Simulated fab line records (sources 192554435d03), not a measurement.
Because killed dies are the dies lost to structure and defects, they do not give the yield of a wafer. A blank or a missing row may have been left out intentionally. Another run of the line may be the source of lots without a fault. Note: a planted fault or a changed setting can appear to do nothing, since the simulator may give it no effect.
Matching of chambers || flow n5Finfet || rieDiel-05 running N5_MOL_CONTACT_COAG_ETCH_124: 3 sister chambers
The step etches SiNx in CH3F/O2, stops on SiOC, target depth 6.5 nm. 14 wafers are shown with their chamber, then 4 later ones without.

## WAFERS, EACH WITH ITS CHAMBER
{"wafer": "L831.1", "chamber": 2, "showerheadPlenumPTorr (Torr)": 2.01, "throttleValvePct (%)": 15.8, "rfVppV (V)": 297}
{"wafer": "L831.3", "chamber": 3, "showerheadPlenumPTorr (Torr)": 2.05, "throttleValvePct (%)": 16.5, "rfVppV (V)": 308}
{"wafer": "L831.5", "chamber": 3, "showerheadPlenumPTorr (Torr)": 2.05, "throttleValvePct (%)": 16.5, "rfVppV (V)": 307}
{"wafer": "L834.1", "chamber": 2, "showerheadPlenumPTorr (Torr)": 2.01, "throttleValvePct (%)": 15.8, "rfVppV (V)": 296}
{"wafer": "L834.6", "chamber": 1, "showerheadPlenumPTorr (Torr)": 1.88, "throttleValvePct (%)": 16.7, "rfVppV (V)": 299}
{"wafer": "L839.2", "chamber": 2, "showerheadPlenumPTorr (Torr)": 2.01, "throttleValvePct (%)": 15.8, "rfVppV (V)": 296}
{"wafer": "L839.4", "chamber": 3, "showerheadPlenumPTorr (Torr)": 2.04, "throttleValvePct (%)": 16.1, "rfVppV (V)": 306}
{"wafer": "L839.5", "chamber": 3, "showerheadPlenumPTorr (Torr)": 2.04, "throttleValvePct (%)": 16.1, "rfVppV (V)": 306}
{"wafer": "L840.2", "chamber": 1, "showerheadPlenumPTorr (Torr)": 1.87, "throttleValvePct (%)": 16.7, "rfVppV (V)": 297}
{"wafer": "L840.3", "chamber": 2, "showerheadPlenumPTorr (Torr)": 2.01, "throttleValvePct (%)": 15.8, "rfVppV (V)": 294}
{"wafer": "L840.5", "chamber": 3, "showerheadPlenumPTorr (Torr)": 2.04, "throttleValvePct (%)": 16.1, "rfVppV (V)": 308}
{"wafer": "L841.3", "chamber": 1, "showerheadPlenumPTorr (Torr)": 1.87, "throttleValvePct (%)": 16.7, "rfVppV (V)": 297}
{"wafer": "L841.4", "chamber": 3, "showerheadPlenumPTorr (Torr)": 2.04, "throttleValvePct (%)": 16.1, "rfVppV (V)": 307}
{"wafer": "L841.6", "chamber": 2, "showerheadPlenumPTorr (Torr)": 2.01, "throttleValvePct (%)": 15.8, "rfVppV (V)": 295}

SIGNATURES (averages over the wafers above)
{"reading": "showerheadPlenumPTorr", "chamber 1": 1.8733, "chamber 2": 2.0100, "chamber 3": 2.0433, "scatter within a chamber": 0.00426}
{"reading": "throttleValvePct", "chamber 1": 16.700, "chamber 2": 15.800, "chamber 3": 16.233, "scatter within a chamber": 0.139}
{"reading": "rfVppV", "chamber 1": 297.67, "chamber 2": 295.60, "chamber 3": 307.00, "scatter within a chamber": 1.04}
Rule: for each reading, subtract the chamber's mean from the wafer's reading, divide by that reading's scatter and square the result; add these up over the readings and take the root, which gives the wafer's distance from the chamber. If the next closest chamber is less than 2 further off than the closest, the wafer can't be placed; otherwise it belongs to the closest. The scatter: take each reading less its chamber's mean, square it, sum over the shown wafers, divide by the number of wafers less the number of chambers, and take the root.

## WAFERS WHOSE CHAMBER IS MISSING
{"wafer": "L842.3", "showerheadPlenumPTorr (Torr)": 2.01, "throttleValvePct (%)": 15.8, "rfVppV (V)": 295}
{"wafer": "L842.4", "showerheadPlenumPTorr (Torr)": 2.01, "throttleValvePct (%)": 15.8, "rfVppV (V)": 295}
{"wafer": "L845.4", "showerheadPlenumPTorr (Torr)": 2.00, "throttleValvePct (%)": 15.8, "rfVppV (V)": 295}
{"wafer": "L845.6", "showerheadPlenumPTorr (Torr)": 2.12, "throttleValvePct (%)": 16.2, "rfVppV (V)": 303}

## CHAMBER TAKEN BY EACH
{"wafer": "L842.3", "from the rows above": 2, "in truth": 2}
{"wafer": "L842.4", "from the rows above": 2, "in truth": 2}
{"wafer": "L845.4", "from the rows above": 2, "in truth": 2}
{"wafer": "L845.6", "from the rows above": 3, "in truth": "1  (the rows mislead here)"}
3 of 4 placed correctly. From these rows, 0 cannot be placed. 1 placed wrongly.
